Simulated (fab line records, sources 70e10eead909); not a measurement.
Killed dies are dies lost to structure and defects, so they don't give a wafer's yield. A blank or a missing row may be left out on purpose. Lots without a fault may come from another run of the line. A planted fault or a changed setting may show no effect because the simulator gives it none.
Chamber matching | flow nand_harc | NHARC_A_STAIRCASE_ETCH_292 on rie_diel-10: 4 sister chambers
The step etches the open film in CF4/CHF3. 4 wafers are shown with their chamber, then 10 later ones without.

WAFERS WITH THEIR CHAMBER
wafer  | chamber | drypump_motor_current_A (A)
L082.4 | 1       | 6.4
L082.5 | 0       | 5.4
L086.1 | 3       | 4.7
L086.2 | 2       | 6.0

WAFERS WITHOUT THEIR CHAMBER
wafer  | drypump_motor_current_A (A)
L086.5 | 4.7
L085.1 | 5.4
L085.2 | 6.1
L085.5 | 6.5
L090.2 | 6.1
L090.5 | 6.0
L090.6 | 6.4
L097.3 | 6.1
L097.4 | 4.7
L097.6 | 6.4

WHICH CHAMBER EACH WENT THROUGH
wafer  | from the rows above | in truth
L086.5 | 3                   | 3
L085.1 | 0                   | 0
L085.2 | 2                   | 2
L085.5 | 1                   | 1
L090.2 | 2                   | 2
L090.5 | 2                   | 2
L090.6 | 1                   | 1
L097.3 | 2                   | 2
L097.4 | 3                   | 3
L097.6 | 1                   | 1
Placed correctly: 10 of 10. Can't be placed from these rows: 0. Placed wrongly: 0.
How it was worked out, from the rows above alone: a wafer's distance from a chamber is the root of the sum, over the readings, of the square of ((its reading less the chamber's mean) divided by the reading's scatter). The wafer belongs to the nearest chamber; if the next one is less than 2 further off, it can't be placed. A chamber's mean is the mean of its shown wafers. The scatter: with one shown wafer a chamber, the root of the mean of the squares of how far each hidden wafer lies from its nearest shown one.
